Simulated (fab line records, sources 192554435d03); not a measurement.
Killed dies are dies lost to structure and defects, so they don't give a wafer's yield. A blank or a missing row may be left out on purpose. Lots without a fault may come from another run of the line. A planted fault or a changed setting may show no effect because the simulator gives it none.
Which tool did it? | flow n5_finfet | 24 lots, 72 wafers sampled, at 6 steps of a route of 1938

WHAT THE GAUGES READ, wafer by wafer
N5_MOL_CONTACT_COAG_INSPECT_10: inspects for defects (brightfield).
lot  | measured     | on                | raw_defect_count
L074 | day 4 15:12  | defect_inspect-02 | 77 78 78
L075 | day 4 19:26  | defect_inspect-01 | 57 65 74
L076 | day 5 02:49  | defect_inspect-01 | 39 35 33
L077 | day 5 11:18  | defect_inspect-02 | 66 64 79
L078 | day 5 18:10  | defect_inspect-02 | 24 37 43
L079 | day 5 20:35  | defect_inspect-02 | 53 65 34
L080 | day 6 04:10  | defect_inspect-01 | 69 79 59
L081 | day 6 07:36  | defect_inspect-02 | 73 96 55
L082 | day 6 14:17  | defect_inspect-01 | 70 80 104
L083 | day 6 20:04  | defect_inspect-01 | 84 37 54
L084 | day 7 07:24  | defect_inspect-01 | 145 61 84
L085 | day 7 15:05  | defect_inspect-02 | 98 81 38
L086 | day 8 00:59  | defect_inspect-02 | 37 40 39
L087 | day 8 18:46  | defect_inspect-02 | 68 86 105
L088 | day 8 21:00  | defect_inspect-01 | 62 104 74
L089 | day 8 22:20  | defect_inspect-01 | 31 50 31
L090 | day 9 02:03  | defect_inspect-02 | 87 103 57
L091 | day 9 03:56  | defect_inspect-01 | 82 56 110
L092 | day 9 04:40  | defect_inspect-02 | 37 24 38
L093 | day 9 12:32  | defect_inspect-02 | 105 76 74
L094 | day 9 15:40  | defect_inspect-01 | 51 40 36
L095 | day 10 08:37 | defect_inspect-01 | 79 85 107
L096 | day 10 08:40 | defect_inspect-02 | 61 48 83
L097 | day 10 17:56 | defect_inspect-01 | 66 170 54

N5_MOL_CONTACT_COAG_INSPECT_57: inspects for defects (brightfield).
lot  | measured     | on                | raw_defect_count
L074 | day 5 05:51  | defect_inspect-01 | 124 198 169
L075 | day 5 05:16  | defect_inspect-02 | 132 258 238
L076 | day 5 13:29  | defect_inspect-02 | 286 265 251
L077 | day 5 21:16  | defect_inspect-01 | 138 126 173
L078 | day 6 05:28  | defect_inspect-02 | 200 236 138
L079 | day 6 05:39  | defect_inspect-01 | 129 161 147
L080 | day 6 14:59  | defect_inspect-01 | 298 246 181
L081 | day 6 17:47  | defect_inspect-01 | 191 120 215
L082 | day 7 01:19  | defect_inspect-02 | 203 167 146
L083 | day 7 06:13  | defect_inspect-01 | 207 150 162
L084 | day 7 19:29  | defect_inspect-01 | 288 173 240
L085 | day 8 00:38  | defect_inspect-02 | 270 237 187
L086 | day 8 14:48  | defect_inspect-01 | 103 155 180
L087 | day 9 07:34  | defect_inspect-01 | 149 237 221
L088 | day 9 07:55  | defect_inspect-02 | 236 248 234
L089 | day 9 08:24  | defect_inspect-01 | 133 175 196
L090 | day 9 10:32  | defect_inspect-02 | 163 260 186
L091 | day 9 13:01  | defect_inspect-01 | 173 217 227
L092 | day 9 13:55  | defect_inspect-02 | 196 285 254
L093 | day 9 22:23  | defect_inspect-01 | 148 158 211
L094 | day 10 02:46 | defect_inspect-02 | 291 190 193
L095 | day 10 17:10 | defect_inspect-01 | 199 209 223
L096 | day 10 18:14 | defect_inspect-02 | 206 202 289
L097 | day 11 03:04 | defect_inspect-02 | 152 294 229

N5_MOL_CONTACT_COAG_INSPECT_42: inspects for defects (brightfield).
lot  | measured     | on                | raw_defect_count
L074 | day 5 07:06  | defect_inspect-01 | 127 195 159
L075 | day 5 06:55  | defect_inspect-02 | 146 276 232
L076 | day 5 15:01  | defect_inspect-01 | 254 236 206
L077 | day 5 22:32  | defect_inspect-01 | 131 105 184
L078 | day 6 06:43  | defect_inspect-02 | 191 223 153
L079 | day 6 07:01  | defect_inspect-01 | 144 160 135
L080 | day 6 16:21  | defect_inspect-02 | 344 283 209
L081 | day 6 19:14  | defect_inspect-02 | 220 146 255
L082 | day 7 02:56  | defect_inspect-01 | 171 169 143
L083 | day 7 07:28  | defect_inspect-01 | 194 149 170
L084 | day 7 21:35  | defect_inspect-01 | 288 161 243
L085 | day 8 03:09  | defect_inspect-02 | 291 223 185
L086 | day 8 16:34  | defect_inspect-02 | 122 196 210
L087 | day 9 09:57  | defect_inspect-01 | 146 254 221
L088 | day 9 10:51  | defect_inspect-02 | 250 227 243
L089 | day 9 11:02  | defect_inspect-02 | 170 200 237
L090 | day 9 12:57  | defect_inspect-02 | 154 269 176
L091 | day 9 16:11  | defect_inspect-02 | 172 257 260
L092 | day 9 16:54  | defect_inspect-02 | 185 309 235
L093 | day 10 02:34 | defect_inspect-01 | 159 153 218
L094 | day 10 04:09 | defect_inspect-01 | 260 173 179
L095 | day 10 18:41 | defect_inspect-01 | 181 197 197
L096 | day 10 19:35 | defect_inspect-01 | 191 188 254
L097 | day 11 04:30 | defect_inspect-02 | 164 287 211

WHICH TOOL RAN EACH LOT (tool, then ch and the chambers of the sampled wafers, then the start)
lot  | N5_MOL_CONTACT_COAG_CO_FILL_22   | N5_MOL_CONTACT_COAG_PRE_CLEAN_142 | N5_MOL_CONTACT_COAG_CMP_23
L074 | cvd_co-01 ch 0,1,2, day 4 21:38  | pvd_sputter-03, day 5 00:48       | cmp-03 ch 2,3, day 5 01:14
L075 | cvd_co-02 ch 0,1,2, day 4 22:27  | pvd_sputter-02, day 5 00:44       | cmp-03 ch 0,1,2, day 5 01:01
L076 | cvd_co-02 ch 0,1,2, day 5 06:43  | pvd_sputter-02, day 5 09:25       | cmp-03 ch 2,3, day 5 09:39
L077 | cvd_co-02 ch 0,1,2, day 5 14:55  | pvd_sputter-03, day 5 17:20       | cmp-01 ch 0,2,3, day 5 17:34
L078 | cvd_co-02 ch 0,1, day 5 21:29    | pvd_sputter-02, day 6 00:05       | cmp-03 ch 0,1,2, day 6 00:26
L079 | cvd_co-02 ch 0,1, day 5 23:23    | pvd_sputter-02, day 6 00:59       | cmp-01 ch 1,2, day 6 01:13
L080 | cvd_co-02 ch 1,2, day 6 07:31    | pvd_sputter-02, day 6 10:55       | cmp-04 ch 1,2,3, day 6 11:14
L081 | cvd_co-01 ch 0,2, day 6 11:34    | pvd_sputter-01, day 6 13:40       | cmp-03 ch 1,2,3, day 6 13:56
L082 | cvd_co-02 ch 0,2, day 6 18:34    | pvd_sputter-01, day 6 21:25       | cmp-03 ch 0,2,3, day 6 21:42
L083 | cvd_co-02 ch 0,2, day 6 22:35    | pvd_sputter-03, day 7 01:51       | cmp-04 ch 0,1,2, day 7 02:14
L084 | cvd_co-02 ch 0,2, day 7 11:39    | pvd_sputter-01, day 7 15:22       | cmp-03 ch 0,2,3, day 7 15:36
L085 | cvd_co-01 ch 0,1,2, day 7 18:26  | pvd_sputter-03, day 7 20:33       | cmp-03 ch 0,1,2, day 7 20:47
L086 | cvd_co-02 ch 0,2, day 8 07:16    | pvd_sputter-03, day 8 09:25       | cmp-03 ch 0,2, day 8 09:40
L087 | cvd_co-02 ch 0,2, day 8 22:48    | pvd_sputter-03, day 9 02:38       | cmp-03 ch 1,3, day 9 02:52
L088 | cvd_co-01 ch 0,1, day 8 23:39    | pvd_sputter-03, day 9 03:01       | cmp-04 ch 0,1,2, day 9 03:22
L089 | cvd_co-01 ch 0,1,2, day 9 00:46  | pvd_sputter-01, day 9 03:16       | cmp-01 ch 0,3, day 9 03:32
L090 | cvd_co-02 ch 0,1,2, day 9 04:11  | pvd_sputter-01, day 9 06:30       | cmp-04 ch 0,3, day 9 06:44
L091 | cvd_co-02 ch 0,2, day 9 06:58    | pvd_sputter-02, day 9 08:40       | cmp-03 ch 1,2,3, day 9 08:59
L092 | cvd_co-01 ch 0,1,2, day 9 07:37  | pvd_sputter-01, day 9 08:57       | cmp-04 ch 0,1, day 9 09:12
L093 | cvd_co-01 ch 1,2, day 9 14:35    | pvd_sputter-03, day 9 17:35       | cmp-01 ch 1,3, day 9 17:52
L094 | cvd_co-02 ch 0,1, day 9 18:36    | pvd_sputter-02, day 9 21:12       | cmp-04 ch 2,3, day 9 21:26
L095 | cvd_co-01 ch 0,2, day 10 11:08   | pvd_sputter-03, day 10 13:08      | cmp-03 ch 0,1,2, day 10 13:23
L096 | cvd_co-02 ch 0,1,2, day 10 11:36 | pvd_sputter-02, day 10 13:28      | cmp-01 ch 0,2,3, day 10 13:44
L097 | cvd_co-02 ch 0,1,2, day 10 20:35 | pvd_sputter-02, day 10 22:58      | cmp-04 ch 0,2,3, day 10 23:14
- N5_MOL_CONTACT_COAG_CO_FILL_22: material Co, precursor CCTBA/H2, target thk 20 nm.
- N5_MOL_CONTACT_COAG_PRE_CLEAN_142: time 60 s.
- N5_MOL_CONTACT_COAG_CMP_23: polishes, stops on SiO2, t overpolish 1.5 s, target thk 0 nm.

WHAT THE TOOLS THEMSELVES READ (means of the sampled wafers that have a number; where no wafer has one, the mark that the record gives instead)
N5_MOL_CONTACT_COAG_CO_FILL_22.
lot  | tool      | heater_power_w (W) | susceptor_temp_C (C)
L074 | cvd_co-01 | 248                | 199.98
L075 | cvd_co-02 | 230                | 200.02
L076 | cvd_co-02 | 236                | 199.80
L077 | cvd_co-02 | 232                | 199.99
L078 | cvd_co-02 | 240                | 200.00
L079 | cvd_co-02 | 241                | 199.91
L080 | cvd_co-02 | 226                | 199.93
L081 | cvd_co-01 | 253                | 199.93
L082 | cvd_co-02 | 223                | 200.17
L083 | cvd_co-02 | 228                | 199.90
L084 | cvd_co-02 | 221                | 199.92
L085 | cvd_co-01 | 245                | 199.90
L086 | cvd_co-02 | 232                | 199.95
L087 | cvd_co-02 | 220                | 200.16
L088 | cvd_co-01 | 243                | 199.88
L089 | cvd_co-01 | 248                | 199.91
L090 | cvd_co-02 | 235                | 199.97
L091 | cvd_co-02 | 222                | 199.99
L092 | cvd_co-01 | 246                | 200.08
L093 | cvd_co-01 | 232                | 199.96
L094 | cvd_co-02 | 251                | 199.92
L095 | cvd_co-01 | 255                | 200.10
L096 | cvd_co-02 | 233                | 200.08
L097 | cvd_co-02 | 236                | 199.83

N5_MOL_CONTACT_COAG_PRE_CLEAN_142.
lot  | tool           | heater_power_w (W) | susceptor_temp_C (C)
L074 | pvd_sputter-03 | 498                | 300.04
L075 | pvd_sputter-02 | 481                | 299.89
L076 | pvd_sputter-02 | 483                | 299.95
L077 | pvd_sputter-03 | 496                | 299.96
L078 | pvd_sputter-02 | 492                | 300.01
L079 | pvd_sputter-02 | 482                | 299.81
L080 | pvd_sputter-02 | 489                | 300.31
L081 | pvd_sputter-01 | 492                | 300.10
L082 | pvd_sputter-01 | 487                | 300.22
L083 | pvd_sputter-03 | 477                | 300.00
L084 | pvd_sputter-01 | 474                | 300.13
L085 | pvd_sputter-03 | 509                | 299.88
L086 | pvd_sputter-03 | 468                | 300.07
L087 | pvd_sputter-03 | 497                | 300.00
L088 | pvd_sputter-03 | 503                | 300.03
L089 | pvd_sputter-01 | 489                | 299.94
L090 | pvd_sputter-01 | 470                | 300.00
L091 | pvd_sputter-02 | 481                | 300.07
L092 | pvd_sputter-01 | 496                | 300.11
L093 | pvd_sputter-03 | 474                | 299.97
L094 | pvd_sputter-02 | 481                | 299.93
L095 | pvd_sputter-03 | 494                | 300.03
L096 | pvd_sputter-02 | 485                | 300.22
L097 | pvd_sputter-02 | 501                | 300.00

N5_MOL_CONTACT_COAG_CMP_23.
lot  | tool   | motor_current_A (A) | overpolish_run_s (s) | pad_life_wafers | time_to_endpoint_s (s)
L074 | cmp-03 | 8.0                 | 1.496                | 715             | 9.8
L075 | cmp-03 | 8.0                 | 1.498                | 710             | 7.0
L076 | cmp-03 | 7.7                 | 1.501                | 780             | 4.3
L077 | cmp-01 | 8.0                 | 1.503                | 541             | 12.2
L078 | cmp-03 | 8.3                 | 1.498                | 867             | 7.3
L079 | cmp-01 | 7.4                 | 1.497                | 624             | 9.8
L080 | cmp-04 | 7.5                 | 1.510                | 44              | 7.3
L081 | cmp-03 | 8.2                 | 1.496                | 1010            | 7.9
L082 | cmp-03 | 8.1                 | 1.493                | 1046            | 8.2
L083 | cmp-04 | 7.8                 | 1.505                | 141             | 7.3
L084 | cmp-03 | 8.6                 | 1.500                | 1177            | 5.8
L085 | cmp-03 | 8.4                 | 1.502                | 1226            | 6.5
L086 | cmp-03 | 8.2                 | 1.498                | 1297            | 4.8
L087 | cmp-03 | 8.4                 | 1.497                | 1459            | 8.0
L088 | cmp-04 | 8.0                 | 1.499                | 500             | 7.1
L089 | cmp-01 | 8.6                 | 1.503                | 1220            | 12.0
L090 | cmp-04 | 8.2                 | 1.496                | 534             | 10.0
L091 | cmp-03 | 8.2                 | 1.500                | 1532            | 5.7
L092 | cmp-04 | 8.2                 | 1.501                | 582             | 9.0
L093 | cmp-01 | 8.7                 | 1.500                | 1292            | 9.8
L094 | cmp-04 | 7.8                 | 1.500                | 674             | 11.0
L095 | cmp-03 | 8.3                 | 1.494                | 1759            | 7.9
L096 | cmp-01 | 8.4                 | 1.497                | 1448            | 12.5
L097 | cmp-04 | 7.9                 | 1.501                | 884             | 8.7

THE ANSWER, worked out from the rows above alone
Rule: what is usual is taken from the lots themselves. Put in order of their means at a reading, lots are off if they are a third of the lots or fewer, leave a main group of 4 or more, and stand apart from it by a gap of 3 or more times the standard deviation of the main group's means; of several such gaps the widest counts. A main group whose means are all the same, to the digits that the tables above print for the reading, isn't used. A lot without any number at a reading at which 4 lots or more have one is off too. The other lots that the step has rows for count as sound. The gauges are gone through in route order, then the tools' own readings, and for those a lot's mean is taken as printed above. The first step at which some lot is off is used, and at that step the reading that is off furthest; a lot without a number counts as furthest.
No lot is off at any reading shown: from this, nothing can be told.

WHAT THE SIMULATOR HAD PUT IN
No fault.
